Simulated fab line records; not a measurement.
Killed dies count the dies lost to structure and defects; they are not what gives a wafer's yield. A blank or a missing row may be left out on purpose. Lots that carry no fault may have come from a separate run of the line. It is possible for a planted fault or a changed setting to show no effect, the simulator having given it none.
fab line records	flow nandHarc
[record] lots = 13	wafers = 39	lastDay = 34
route steps=1302 shown A_BONDPAD@1222 THIN_TSV@1269 END@1302
lots that met no fault: from a run of the same line without faults
startH: hours from the record's first day to the start of the lot's first wafer shown	waitH: time in hours since the lot's previous step	" the same as in the row above	L1.1+2: one row covering several wafers at once	- no value, or no start given	* or withheld: withheld	< > ~ a bound
route shown NAME@n: names a module that has steps shown in the file, with the first one's number in the route	usual: mean and standard deviation over wafers with no fault	same: alike in all rows	chamber/n: place in a boat	sites: the reading at each site	_std_site: their standard deviation	_edge_site: outer sites' mean less inner sites'	radiusMm: how far each site lies from the wafer's centre	mask NAME#n: copy n	behind: the most recent tool/chamber to have shaped the wafer	hold: what put the lot on hold/how long, in hours/how the hold closed	device: which transistor (n, p or np) failed to switch	end of line: tests run on the same wafers once the route is complete	a step given without rows: its recipe and nothing more	killed: dies that structure and defects cost at the first sort, which is not the same as the wafer's yield	map: a wafer's dies, x killed, . not, _ none there
set.NAME: the setting that was run; set.NAME@STEP: the one run at that earlier step	model.NAME: the simulator's own value behind a step, which no gauge read
a sample of lots followed through the steps of the route, with each step as a table and each wafer as a row
services: when a tool's chamber went out of use (startH, in hours from the record's first day, below 0 if earlier), for how many hours, and the reason
[[steps]]
[step NHARC_A_BONDPAD_STRIP_15]
[recipe] o2FlowSccm = 500	arFlowSccm = 0	biasW = 0	chemistry = O2
[usual] drypumpMotorCurrentA = 5.9/0.43	o2FlowSccm = 499.8/1.3	oesProductAu = 1.000/0.012	rfVppV = 57.7/0.88	showerheadPlenumPTorr = 3.51/0.14	throttleValvePct = 17.036/0.0093
lot.wafer	tool	chamber	startH	waitH	drypumpMotorCurrentA	o2FlowSccm	oesProductAu	rfHoursCounterH	rfVppV	showerheadPlenumPTorr	throttleValvePct
L270.2	rieDiel-01	0	538.44	0.1	6.2	499.9	0.993	52	56.8	3.37	17.038
L270.1	"	1	"	"	5.7	501.4	0.977	48	58.2	3.55	17.029
L270.5	"	1	"	"	5.7	501.8	0.976	-	57.8	3.55	17.052
L272.2	rieDiel-06	3	546.67	0.1	5.6	501.8	0.987	3	56.6	3.34	17.030
L272.5	"	3	"	"	5.6	501.6	0.979	-	57.0	3.34	17.037
L272.6	"	0	"	"	5.9	499.2	0.988	-	58.1	3.57	17.033
L274.4	rieDiel-06	3	560.27	0.1	5.6	500.8	0.979	3	55.7	3.34	17.035
L274.3	"	0	"	"	5.9	499.3	0.984	11	56.9	3.57	17.023
L274.6	"	3	"	"	5.6	500.4	0.984	-	57.8	3.34	17.024
L273.1	rieDiel-10	2	562.39	0.1	5.6	499.1	0.985	4	58.1	3.35	17.017
L273.4	"	3	"	"	6.3	499.8	0.986	4	57.7	3.67	17.030
L273.2	"	0	"	"	6.2	501.2	1.011	4	58.1	3.41	17.039
L277.1	rieDiel-01	0	591.97	0.1	6.2	501.4	0.997	9	57.9	3.36	17.023
L277.4	"	2	"	"	5.7	497.3	0.993	10	56.7	3.39	17.030
L277.6	"	3	"	"	5.1	502.0	0.992	-	59.0	3.58	17.051
L280.2	rieDiel-06	0	635.42	0.1	5.9	499.4	0.990	25	58.3	3.57	17.033
L280.3	"	1	"	"	5.4	500.3	0.983	24	57.2	3.46	17.046
L280.4	"	2	"	"	5.6	498.3	0.993	25	56.5	3.70	17.025
L282.2	rieDiel-01	1	637.38	0.1	5.6	499.0	0.996	25	58.5	3.53	17.046
L282.1	"	3	"	"	5.2	498.7	0.987	22	58.9	3.57	17.039
L282.4	"	0	"	"	6.2	496.8	0.987	24	57.9	3.35	17.047
L281.1	rieDiel-06	1	646.85	0.1	5.4	499.4	0.983	26	57.1	3.46	17.049
L281.5	"	3	"	"	5.6	500.1	1.004	-	58.1	3.34	17.036
L281.6	"	0	"	"	5.9	498.2	0.999	-	57.9	3.57	17.041
L284.1	rieDiel-10	2	666.78	0.1	5.5	499.1	1.028	2	56.9	3.35	17.037
L284.4	"	3	"	"	6.3	502.0	1.006	2	59.3	3.67	17.046
L284.3	"	1	"	"	6.8	501.7	1.002	2	58.7	3.71	17.021
L283.4	rieDiel-10	1	668.71	0.1	6.8	501.6	1.007	2	58.3	3.71	17.037
L283.2	"	0	"	"	6.2	499.4	1.012	3	57.6	3.40	17.033
L283.6	"	1	"	"	6.7	499.4	1.007	-	57.9	3.71	17.038
L288.1	rieDiel-06	0	720.86	0.1	5.9	501.2	0.998	8	58.0	3.56	17.030
L288.6	"	1	"	"	5.4	502.0	0.990	-	58.2	3.45	17.034
L288.5	"	2	"	"	5.6	499.2	1.029	-	57.1	3.70	17.016
L292.1	rieDiel-10	0	737.21	0.1	6.2	498.2	1.019	4	57.9	3.40	17.036
L292.3	"	3	"	"	6.4	499.9	1.020	4	57.8	3.67	17.034
L292.6	"	1	"	"	6.8	497.1	1.018	-	58.9	3.71	17.028
L293.2	rieDiel-01	3	771.42	0.1	5.2	496.4	0.992	12	56.5	3.55	17.049
L293.5	"	1	"	"	5.7	500.6	0.984	-	59.3	3.51	17.040
L293.6	"	2	"	"	5.7	499.5	0.992	-	57.6	3.36	17.047
[step NHARC_THIN_TSV_STRIP_62]
[recipe] powerW = 1500	tempC = 250	timeS = 20	chemistry = N2/H2
[usual] drypumpMotorCurrentA = 5.8/0.36	heaterPowerW = 349/41	rfReflPowerW = 18/3.6
lot.wafer	tool	chamber	startH	waitH	drypumpMotorCurrentA	heaterPowerW	rfHoursCounterH	rfReflPowerW
L270.2	plasmaAsher-02	0	555.67	-	6.4	319	29	19
L270.1	"	1	"	"	5.6	411	29	15
L270.5	"	1	"	"	5.5	410	-	15
L272.2	plasmaAsher-01	0	563.89	-	5.4	308	6	-
L272.6	"	1	"	"	6.0	362	-	-
L272.5	"	0	"	"	5.5	301	-	-
L274.3	plasmaAsher-02	0	578.82	-	6.4	324	-	17
L274.4	"	1	"	"	5.6	396	-	15
L274.6	"	1	"	"	5.6	396	-	15
L273.1	plasmaAsher-01	0	579.92	-	5.4	311	10	23
L273.2	"	1	"	"	6.1	377	10	17
L273.4	"	1	"	"	6.0	381	-	16
L277.1	plasmaAsher-01	1	609.02	-	6.1	367	14	15
L277.4	"	1	"	"	6.1	383	-	15
L277.6	"	1	"	"	6.0	367	-	15
L280.2	plasmaAsher-02	0	652.67	-	6.4	313	8	-
L280.4	"	1	"	"	5.5	401	-	-
L280.3	"	0	"	"	6.4	313	-	-
L282.1	plasmaAsher-02	0	653.93	-	6.4	318	8	18
L282.2	"	1	"	"	5.6	422	8	15
L282.4	"	0	"	"	6.3	314	-	17
L281.1	plasmaAsher-01	0	663.87	-	5.5	317	25	-
L281.6	"	0	"	"	5.4	306	-	-
L281.5	"	1	"	"	6.0	387	-	-
L284.1	plasmaAsher-01	0	683.96	-	5.4	314	29	24
L284.4	"	1	"	"	6.1	372	-	15
L284.3	"	0	"	"	5.4	318	-	24
L283.2	plasmaAsher-01	0	685.02	-	5.4	306	29	23
L283.4	"	1	"	"	6.1	388	-	15
L283.6	"	0	"	"	5.5	301	-	24
L288.1	plasmaAsher-01	0	738.83	-	5.5	297	8	23
L288.6	"	0	"	"	5.5	298	-	23
L288.5	"	1	"	"	6.0	361	-	14
L292.1	plasmaAsher-02	1	758.76	-	5.6	414	30	16
L292.3	"	0	"	"	6.4	308	-	18
L292.6	"	1	"	"	5.5	407	-	15
L293.2	plasmaAsher-01	1	788.67	-	6.0	370	18	14
L293.5	"	1	"	"	6.0	360	-	14
L293.6	"	0	"	"	5.5	299	-	24
[step NHARC_THIN_TSV_ETCH_36]
[recipe] targetDepthA = 650	overEtchFrac = 0.3	timeS = 18.571	ionEnergyEv = 150	chemistry = Cl2/BCl3
[usual] drypumpMotorCurrentA = 5.5/0.49	oesProductAu = 0.993/0.011
lot.wafer	tool	chamber	startH	waitH	drypumpMotorCurrentA	oesProductAu	rfHoursCounterH
L270.2	rieMetal-03	0	559.52	0.2	5.5	0.999	0.5
L270.1	"	1	"	"	4.8	0.992	0.4
L270.5	"	0	"	"	5.5	0.995	-
L272.2	rieMetal-03	1	567.61	0.2	4.7	0.992	0.6
L272.5	"	1	"	"	4.7	1.008	-
L272.6	"	0	"	"	5.5	1.005	-
L274.4	rieMetal-02	0	582.53	0.1	6.2	0.990	-
L274.3	"	1	"	"	5.0	0.968	-
L274.6	"	1	"	"	5.0	0.980	-
L273.2	rieMetal-03	1	583.76	0.2	4.8	1.003	1.0
L273.1	"	0	"	"	5.5	1.005	1.1
L273.4	"	1	"	"	4.8	0.994	-
L277.1	rieMetal-03	1	612.87	0.2	4.7	0.995	1.7
L277.4	"	0	"	"	5.5	1.004	-
L277.6	"	0	"	"	5.5	1.014	-
L280.2	rieMetal-01	1	656.39	0.2	5.6	0.997	1.0
L280.4	"	1	"	"	5.6	0.987	-
L280.3	"	0	"	"	5.8	1.004	-
L282.1	rieMetal-03	1	657.69	0.2	4.7	1.003	2.4
L282.2	"	0	"	"	5.5	1.016	2.6
L282.4	"	0	"	"	5.5	1.009	-
L281.1	rieMetal-02	1	667.70	0.2	5.0	0.979	0.8
L281.5	"	0	"	"	6.3	1.001	-
L281.6	"	1	"	"	5.0	0.972	-
L284.1	rieMetal-02	0	687.67	0.2	6.3	1.003	1.1
L284.4	"	1	"	"	5.0	0.989	-
L284.3	"	0	"	"	6.3	0.991	-
L283.2	rieMetal-01	0	689.03	0.2	5.8	1.000	1.4
L283.4	"	0	"	"	5.9	0.987	-
L283.6	"	1	"	"	5.6	0.978	-
L288.1	rieMetal-03	1	742.73	0.2	4.7	0.986	0.7
L288.6	"	0	"	"	5.5	0.997	-
L288.5	"	1	"	"	4.7	0.977	-
L292.1	rieMetal-01	0	762.62	0.2	5.9	0.986	0.2
L292.3	"	0	"	"	5.8	0.978	-
L292.6	"	1	"	"	5.6	1.001	-
L293.2	rieMetal-03	1	792.61	0.2	4.7	0.993	1.6
L293.6	"	0	"	"	5.5	0.993	-
L293.5	"	1	"	"	4.7	0.981	-
[step NHARC_END_SORT_01]
[recipe] tempC = 25
[usual] defectLimitedYield = 90.7/2.7	killedAtArray = 58/19	killedAtOther = 1.1/1.2	killedAtPeriphery = 3.8/2.4	killedDies = 63/18	killedOpen = 3.3/1.8	killedShort = 2.2/1.6
[same] grossDies = 677
lot.wafer	tool	chamber	startH	waitH	defectLimitedYield[%]	killedAtArray	killedAtOther	killedAtPeriphery	killedDies	killedOpen	killedShort
L270.1	prober-02	0	568.07	2.5	91.7	52	0	4	56	3	2
L270.2	prober-02	0	568.88	2.8	91.1	56	0	4	60	3	6
L270.5	prober-02	0	571.30	3.7	87.6	83	1	0	84	1	3
L272.2	prober-01	0	578.44	2.8	91.6	49	1	7	57	7	1
L272.5	prober-01	0	580.82	3.7	91.0	53	2	6	61	3	1
L272.6	prober-01	0	581.61	4.0	92.9	38	1	9	48	2	2
L273.1	prober-01	0	591.10	2.5	92.0	46	2	6	54	7	5
L273.2	prober-01	0	591.90	2.8	90.4	61	1	3	65	4	1
L273.4	prober-01	0	593.48	3.4	92.9	43	2	3	48	2	1
L274.3	prober-02	0	592.64	3.1	88.8	71	1	4	76	3	2
L274.4	prober-02	0	593.43	3.4	88.8	74	0	2	76	4	3
L274.6	prober-02	0	595.02	4.0	89.4	68	0	4	72	4	3
L277.1	prober-01	0	621.35	2.5	88.9	73	0	2	75	3	1
L277.4	prober-01	0	623.79	3.5	90.8	57	0	5	62	3	2
L277.6	prober-01	0	625.41	4.1	91.6	52	0	5	57	2	0
L280.2	prober-02	0	667.18	2.8	88.8	68	2	6	76	7	6
L280.3	prober-02	0	667.99	3.1	90.7	60	1	2	63	0	3
L280.4	prober-02	0	668.80	3.4	92.5	49	1	1	51	6	0
L282.1	prober-01	0	668.78	2.4	90.8	56	0	6	62	4	3
L282.2	prober-01	0	669.57	2.8	92.3	50	2	0	52	3	3
L282.4	prober-01	0	671.16	3.4	91.9	53	0	2	55	3	2
L281.1	prober-02	0	676.39	2.5	83.0	112	1	2	115	1	0
L281.5	prober-02	0	679.58	3.7	86.9	86	1	2	89	4	1
L281.6	prober-02	0	680.38	4.0	87.0	84	0	4	88	2	1
L284.1	prober-01	0	696.26	2.5	89.4	69	1	2	72	2	1
L284.3	prober-01	0	697.84	3.1	89.2	68	1	4	73	5	4
L284.4	prober-01	0	698.64	3.4	88.3	68	3	8	79	1	3
L283.2	prober-02	0	697.10	2.8	92.3	47	3	2	52	6	3
L283.4	prober-02	0	698.70	3.4	91.7	51	2	3	56	3	1
L283.6	prober-02	0	700.29	4.0	93.9	39	1	1	41	3	1
L288.1	prober-01	0	759.16	2.5	92.3	49	1	2	52	3	2
L288.5	prober-01	0	762.33	3.7	77.5	149	1	2	152	2	2
L288.6	prober-01	0	763.12	4.0	91.0	56	2	3	61	4	5
L292.1	prober-01	0	771.02	2.5	91.3	51	1	7	59	1	0
L292.3	prober-01	0	772.61	3.1	91.6	52	2	3	57	3	0
L292.6	prober-01	0	775.00	4.0	87.9	78	3	1	82	6	0
L293.2	prober-01	0	803.11	2.8	91.0	53	0	8	61	3	3
L293.5	prober-01	0	805.50	3.7	87.7	78	0	5	83	4	3
L293.6	prober-01	0	806.30	4.0	88.9	71	0	4	75	3	5
// killed by level:class
L270.1 A_CHANNEL_HOLE_D2:chamberFilmFlake=22 A_CHANNEL_HOLE_D1:chamberFilmFlake=15 A_WL_FILL:chamberFilmFlake=5 A_SGD_CUT:chamberFilmFlake=3 A_CONTACT:chamberFilmFlake=3 P_GATE:geometricParticle:open=2 A_CHANNEL_FILL_D1:geometricParticle:short=2 A_CHANNEL_FILL_D1:geometricParticle:open=1
L270.2 A_CHANNEL_HOLE_D2:chamberFilmFlake=29 A_CHANNEL_HOLE_D1:chamberFilmFlake=14 A_WL_FILL:geometricParticle:short=4 A_CHANNEL_FILL_D1:geometricParticle:open=2 A_M0:geometricParticle:short=2 P_GATE:chamberFilmFlake=2 P_CONTACT:chamberFilmFlake=2 A_SGD_CUT:chamberFilmFlake=2
L270.5 A_CHANNEL_HOLE_D2:chamberFilmFlake=35 A_CHANNEL_HOLE_D1:chamberFilmFlake=27 A_STAIRCASE:chamberFilmFlake=5 A_CONTACT:chamberFilmFlake=5 A_WL_FILL:chamberFilmFlake=3 A_CHANNEL_FILL_D1:chamberFilmFlake=2 A_SGD_CUT:chamberFilmFlake=2 A_CHANNEL_FILL_D1:geometricParticle:short=1
L272.2 A_SLIT:chamberFilmFlake=21 A_CHANNEL_HOLE_D2:chamberFilmFlake=13 A_STAIRCASE:chamberFilmFlake=4 P_M0:chamberFilmFlake=3 A_SGD_CUT:geometricParticle:open=2 P_GATE:chamberFilmFlake=2 A_CHANNEL_FILL_D1:chamberFilmFlake=2 A_CONTACT:chamberFilmFlake=2
L272.5 A_SLIT:chamberFilmFlake=25 A_CHANNEL_HOLE_D2:chamberFilmFlake=12 A_CONTACT:chamberFilmFlake=5 A_CHANNEL_HOLE_D1:chamberFilmFlake=3 A_SGD_CUT:geometricParticle:open=2 P_ZERO_WELL:chamberFilmFlake=2 P_GATE:chamberFilmFlake=2 P_M0:chamberFilmFlake=2
L272.6 A_SLIT:chamberFilmFlake=21 A_CHANNEL_HOLE_D2:chamberFilmFlake=7 P_GATE:chamberFilmFlake=5 A_CONTACT:chamberFilmFlake=4 P_M0:geometricParticle:open=2 A_CHANNEL_HOLE_D1:chamberFilmFlake=2 A_CHANNEL_FILL_D1:chamberFilmFlake=2 P_M0:geometricParticle:short=1
L273.1 A_CHANNEL_HOLE_D2:chamberFilmFlake=26 A_CONTACT:chamberFilmFlake=6 A_DECK1_JOINT:geometricParticle:open=2 A_ONON_D2:geometricParticle:open=2 P_ZERO_WELL:chamberFilmFlake=2 A_CHANNEL_HOLE_D1:chamberFilmFlake=2 THIN_TSV:chamberFilmFlake=2 P_STI:geometricParticle:open=1
L273.2 A_CHANNEL_HOLE_D2:chamberFilmFlake=36 A_CONTACT:chamberFilmFlake=12 P_ZERO_WELL:chamberFilmFlake=3 A_SOURCE_PLATE:geometricParticle:open=2 A_DECK1_JOINT:chamberFilmFlake=2 A_M1:chamberFilmFlake=2 A_ONON_D2:geometricParticle:open=1 A_CHANNEL_FILL_D2:geometricParticle:short=1
L274.3 A_SLIT:chamberFilmFlake=27 A_CHANNEL_HOLE_D1:chamberFilmFlake=26 A_CHANNEL_HOLE_D2:chamberFilmFlake=11 A_STAIRCASE:chamberFilmFlake=2 A_CONTACT:chamberFilmFlake=2 P_M1:geometricParticle:open=1 A_ONON_D2:geometricParticle:short=1 A_ONON_D2:geometricParticle:open=1
L274.4 A_CHANNEL_HOLE_D1:chamberFilmFlake=28 A_SLIT:chamberFilmFlake=25 A_CHANNEL_HOLE_D2:chamberFilmFlake=7 A_STAIRCASE:chamberFilmFlake=4 A_DECK1_JOINT:geometricParticle:open=2 A_CONTACT:chamberFilmFlake=2 P_M0:geometricParticle:short=1 A_DECK1_JOINT:geometricParticle:short=1
L273.4 A_CHANNEL_HOLE_D2:chamberFilmFlake=25 A_CHANNEL_HOLE_D1:chamberFilmFlake=6 A_CONTACT:chamberFilmFlake=4 A_M1:chamberFilmFlake=3 P_ZERO_WELL:chamberFilmFlake=2 THIN_TSV:chamberFilmFlake=2 P_CONTACT:geometricParticle:open=1 A_WL_FILL:geometricParticle:short=1
L274.6 A_CHANNEL_HOLE_D1:chamberFilmFlake=24 A_SLIT:chamberFilmFlake=22 A_CHANNEL_HOLE_D2:chamberFilmFlake=9 A_STAIRCASE:chamberFilmFlake=5 A_ONON_D2:geometricParticle:open=2 A_CONTACT:chamberFilmFlake=2 P_CONTACT:geometricParticle:open=1 A_ONON_D1:geometricParticle:open=1
L277.1 A_CHANNEL_HOLE_D1:chamberFilmFlake=31 A_CHANNEL_HOLE_D2:chamberFilmFlake=27 A_CONTACT:chamberFilmFlake=5 A_WL_FILL:chamberFilmFlake=3 A_CHANNEL_FILL_D1:geometricParticle:open=1 A_CHANNEL_FILL_D2:geometricParticle:short=1 A_SLIT:geometricParticle:open=1 A_BLC:geometricParticle:open=1
L277.4 A_CHANNEL_HOLE_D1:chamberFilmFlake=26 A_CHANNEL_HOLE_D2:chamberFilmFlake=26 P_CONTACT:geometricParticle:open=2 A_ONON_D1:geometricParticle:open=1 A_SGD_CUT:geometricParticle:short=1 A_M0:geometricParticle:short=1 P_STI:chamberFilmFlake=1 P_M0:chamberFilmFlake=1
L277.6 A_CHANNEL_HOLE_D2:chamberFilmFlake=22 A_CHANNEL_HOLE_D1:chamberFilmFlake=18 P_BONDPAD:chamberFilmFlake=4 A_WL_FILL:chamberFilmFlake=4 A_CONTACT:chamberFilmFlake=3 A_ONON_D2:geometricParticle:open=1 A_WL_FILL:geometricParticle:open=1 P_M0:chamberFilmFlake=1
L280.2 A_CHANNEL_HOLE_D1:chamberFilmFlake=34 A_CHANNEL_HOLE_D2:chamberFilmFlake=18 A_SLIT:chamberFilmFlake=3 A_ONON_D1:geometricParticle:open=2 A_WL_FILL:geometricParticle:short=2 P_GATE:chamberFilmFlake=2 A_STAIRCASE:chamberFilmFlake=2 THIN_TSV:chamberFilmFlake=2
L280.3 A_CHANNEL_HOLE_D1:chamberFilmFlake=31 A_CHANNEL_HOLE_D2:chamberFilmFlake=16 A_CHANNEL_FILL_D1:chamberFilmFlake=2 A_DECK1_JOINT:chamberFilmFlake=2 A_STAIRCASE:chamberFilmFlake=2 A_CONTACT:chamberFilmFlake=2 A_CHANNEL_HOLE_D1:geometricParticle:short=1 A_CHANNEL_FILL_D1:geometricParticle:short=1
L282.1 A_SLIT:chamberFilmFlake=31 A_CONTACT:chamberFilmFlake=5 A_CHANNEL_HOLE_D1:chamberFilmFlake=3 A_CHANNEL_HOLE_D2:chamberFilmFlake=3 A_CHANNEL_FILL_D2:chamberFilmFlake=3 A_M1:chamberFilmFlake=3 P_GATE:geometricParticle:short=1 P_GATE:geometricParticle:open=1
L280.4 A_CHANNEL_HOLE_D1:chamberFilmFlake=29 A_CHANNEL_HOLE_D2:chamberFilmFlake=12 A_CONTACT:chamberFilmFlake=2 A_CHANNEL_FILL_D1:geometricParticle:open=1 A_DECK1_JOINT:geometricParticle:open=1 A_ONON_D2:geometricParticle:open=1 A_CONTACT:geometricParticle:open=1 A_M1:geometricParticle:open=1
L282.2 A_SLIT:chamberFilmFlake=38 A_CHANNEL_FILL_D1:geometricParticle:open=2 A_CHANNEL_HOLE_D1:chamberFilmFlake=2 THIN_TSV:chamberFilmFlake=2 A_CHANNEL_HOLE_D1:geometricParticle:open=1 A_CHANNEL_FILL_D1:geometricParticle:short=1 A_CHANNEL_FILL_D2:geometricParticle:short=1 A_WL_FILL:geometricParticle:short=1
L282.4 A_SLIT:chamberFilmFlake=29 A_CHANNEL_HOLE_D1:chamberFilmFlake=10 A_CHANNEL_HOLE_D2:chamberFilmFlake=3 A_CONTACT:chamberFilmFlake=3 A_M1:chamberFilmFlake=2 P_GATE:geometricParticle:open=1 A_SOURCE_PLATE:geometricParticle:open=1 A_ONON_D1:geometricParticle:short=1
L281.1 A_SLIT:chamberFilmFlake=40 A_CHANNEL_HOLE_D1:chamberFilmFlake=32 A_CHANNEL_HOLE_D2:chamberFilmFlake=26 A_CONTACT:chamberFilmFlake=4 P_GATE:chamberFilmFlake=2 A_STAIRCASE:chamberFilmFlake=2 A_M1:chamberFilmFlake=2 A_CHANNEL_FILL_D1:geometricParticle:open=1
L281.5 A_SLIT:chamberFilmFlake=29 A_CHANNEL_HOLE_D1:chamberFilmFlake=27 A_CHANNEL_HOLE_D2:chamberFilmFlake=16 A_WL_FILL:chamberFilmFlake=3 A_CONTACT:chamberFilmFlake=3 P_CONTACT:geometricParticle:open=2 A_ZERO_WELL:chamberFilmFlake=2 A_DECK1_JOINT:chamberFilmFlake=2
L281.6 A_CHANNEL_HOLE_D1:chamberFilmFlake=28 A_SLIT:chamberFilmFlake=25 A_CHANNEL_HOLE_D2:chamberFilmFlake=16 A_ZERO_WELL:chamberFilmFlake=4 A_CONTACT:chamberFilmFlake=3 P_GATE:chamberFilmFlake=2 A_CHANNEL_FILL_D2:chamberFilmFlake=2 P_M0:geometricParticle:open=1
L284.1 A_SLIT:chamberFilmFlake=33 A_CHANNEL_HOLE_D2:chamberFilmFlake=16 A_STAIRCASE:chamberFilmFlake=5 A_CHANNEL_HOLE_D1:chamberFilmFlake=4 A_CONTACT:chamberFilmFlake=4 A_M1:chamberFilmFlake=2 P_CONTACT:geometricParticle:short=1 A_SOURCE_PLATE:geometricParticle:open=1
L283.2 A_CHANNEL_HOLE_D1:chamberFilmFlake=32 THIN_TSV:chamberFilmFlake=3 A_ONON_D1:geometricParticle:short=2 A_ONON_D2:geometricParticle:open=2 A_DECK1_JOINT:chamberFilmFlake=2 A_STAIRCASE:chamberFilmFlake=2 P_M2:geometricParticle:open=1 A_ONON_D1:geometricParticle:open=1
L284.3 A_SLIT:chamberFilmFlake=26 A_CHANNEL_HOLE_D2:chamberFilmFlake=15 A_CHANNEL_HOLE_D1:chamberFilmFlake=11 A_STAIRCASE:chamberFilmFlake=4 A_CONTACT:chamberFilmFlake=3 P_M1:chamberFilmFlake=2 P_CONTACT:geometricParticle:open=1 A_CHANNEL_HOLE_D1:geometricParticle:short=1
L284.4 A_CHANNEL_HOLE_D2:chamberFilmFlake=28 A_SLIT:chamberFilmFlake=27 A_CHANNEL_HOLE_D1:chamberFilmFlake=9 P_M1:chamberFilmFlake=3 THIN_TSV:chamberFilmFlake=3 A_DECK1_JOINT:geometricParticle:short=2 P_STI:chamberFilmFlake=2 A_STAIRCASE:chamberFilmFlake=2
L283.4 A_CHANNEL_HOLE_D1:chamberFilmFlake=29 A_STAIRCASE:chamberFilmFlake=5 A_M1:chamberFilmFlake=4 A_CONTACT:chamberFilmFlake=3 A_DECK1_JOINT:chamberFilmFlake=2 A_WL_FILL:chamberFilmFlake=2 THIN_TSV:chamberFilmFlake=2 P_M0:geometricParticle:open=1
L283.6 A_CHANNEL_HOLE_D1:chamberFilmFlake=28 A_CONTACT:chamberFilmFlake=3 A_DECK1_JOINT:chamberFilmFlake=2 A_M0:chamberFilmFlake=2 P_M0:geometricParticle:open=1 A_CONTACT:geometricParticle:open=1 A_BLC:geometricParticle:short=1 A_M1:geometricParticle:open=1
L288.1 A_CHANNEL_HOLE_D2:chamberFilmFlake=25 A_CHANNEL_HOLE_D1:chamberFilmFlake=9 A_STAIRCASE:chamberFilmFlake=4 A_CONTACT:chamberFilmFlake=4 A_SLIT:chamberFilmFlake=3 P_GATE:geometricParticle:open=1 P_CONTACT:geometricParticle:short=1 A_CHANNEL_FILL_D2:geometricParticle:short=1
L288.5 A_BONDPAD:unspecified=86 A_CHANNEL_HOLE_D2:chamberFilmFlake=23 A_CONTACT:chamberFilmFlake=10 A_CHANNEL_HOLE_D1:chamberFilmFlake=9 A_STAIRCASE:chamberFilmFlake=8 A_SLIT:chamberFilmFlake=8 P_M2:geometricParticle:open=1 A_CHANNEL_HOLE_D1:geometricParticle:open=1
L288.6 A_CHANNEL_HOLE_D2:chamberFilmFlake=23 A_SLIT:chamberFilmFlake=10 A_CHANNEL_HOLE_D1:chamberFilmFlake=9 A_DECK1_JOINT:geometricParticle:short=3 A_STAIRCASE:chamberFilmFlake=3 A_CONTACT:chamberFilmFlake=2 THIN_TSV:chamberFilmFlake=2 P_CONTACT:geometricParticle:open=1
L292.1 A_SLIT:chamberFilmFlake=25 A_CHANNEL_HOLE_D2:chamberFilmFlake=20 P_GATE:chamberFilmFlake=4 A_DECK1_JOINT:chamberFilmFlake=3 A_M1:chamberFilmFlake=3 P_STI:chamberFilmFlake=2 P_ZERO_WELL:geometricParticle:open=1 THIN_TSV:chamberFilmFlake=1
L292.3 A_SLIT:chamberFilmFlake=24 A_CHANNEL_HOLE_D2:chamberFilmFlake=15 A_CONTACT:chamberFilmFlake=5 P_STI:chamberFilmFlake=3 A_ONON_D2:geometricParticle:open=2 A_DECK1_JOINT:chamberFilmFlake=2 STARTING-WAFER:geometricParticle:open=1 A_CHANNEL_HOLE_D1:chamberFilmFlake=1
L292.6 A_SLIT:chamberFilmFlake=30 A_CHANNEL_HOLE_D2:chamberFilmFlake=29 A_CONTACT:chamberFilmFlake=6 A_M1:chamberFilmFlake=3 THIN_TSV:chamberFilmFlake=3 A_ONON_D1:geometricParticle:open=2 A_CHANNEL_FILL_D1:geometricParticle:open=1 A_ONON_D2:geometricParticle:open=1
L293.2 A_CHANNEL_HOLE_D2:chamberFilmFlake=26 A_CHANNEL_HOLE_D1:chamberFilmFlake=10 A_SLIT:chamberFilmFlake=6 P_STI:chamberFilmFlake=3 A_CONTACT:chamberFilmFlake=3 A_CHANNEL_FILL_D1:geometricParticle:short=2 A_CHANNEL_FILL_D2:geometricParticle:open=2 P_M2:chamberFilmFlake=2
L293.5 A_CHANNEL_HOLE_D2:chamberFilmFlake=30 A_CHANNEL_HOLE_D1:chamberFilmFlake=28 A_SLIT:chamberFilmFlake=8 A_CONTACT:chamberFilmFlake=3 A_WL_FILL:chamberFilmFlake=2 P_GATE:geometricParticle:open=1 P_CONTACT:geometricParticle:open=1 P_CONTACT:geometricParticle:short=1
L293.6 A_CHANNEL_HOLE_D2:chamberFilmFlake=27 A_CHANNEL_HOLE_D1:chamberFilmFlake=22 A_SLIT:chamberFilmFlake=10 A_CONTACT:chamberFilmFlake=3 P_M2:chamberFilmFlake=2 A_ONON_D1:geometricParticle:short=1 A_DECK1_JOINT:geometricParticle:open=1 A_ONON_D2:geometricParticle:short=1
[[services]]
tool	chamber	startH	hours	kind
rieMetal-03	-	519.00	9.0	pm
plasmaAsher-01	-	519.42	9.0	pm
rieMetal-01	0	523.69	11.6	repair
rieMetal-03	1	533.67	12.6	repair
rieDiel-10	2	544.89	6.4	repair
rieDiel-06	-	548.65	3.7	repair
rieDiel-01	-	557.90	9.0	pm
rieMetal-01	-	575.00	9.0	pm
rieDiel-10	-	596.50	9.0	pm
plasmaAsher-01	-	601.05	3.2	repair
rieDiel-01	-	602.36	3.7	repair
plasmaAsher-02	-	605.72	9.0	pm
rieMetal-02	-	631.13	9.0	pm
rieDiel-06	-	661.20	9.0	pm
rieMetal-02	0	671.45	8.9	repair
rieDiel-01	1	684.60	2.9	repair
rieMetal-03	-	696.00	9.0	pm
plasmaAsher-01	-	696.42	9.0	pm
rieDiel-06	0	711.70	2.8	repair
rieMetal-01	-	717.17	1.4	repair
plasmaAsher-02	-	733.15	0.6	repair
rieDiel-01	-	734.90	9.0	pm
rieDiel-10	-	773.50	9.0	pm
plasmaAsher-02	-	783.10	9.0	pm
[[key]]
[firstSign] step = NHARC_END_SORT_01	reading = defectLimitedYield	direction = down	sigmas = 4.8	usual = 90.7	struck = 77.5
[effect] step = NHARC_END_SORT_01	reading = killedDies	direction = up	sigmas = 4.8	usual = 63	struck = 152
[moreKillsBornAt] NHARC_A_BONDPAD_STRIP_15@rieDiel-06 = 85
metAt NHARC_A_BONDPAD_STRIP_15
struckLots L288
struckWafers L288.5
notActingAt NHARC_THIN_TSV_STRIP_62,NHARC_THIN_TSV_ETCH_36
onsetBetween 635.42 720.86
[fault] kind = chamberParticleSource	tool = rieDiel-06	chamber = 2	onsetH = 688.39	steps = NHARC_A_BONDPAD_STRIP_15	ratePerVisitCm2 = 0.92105
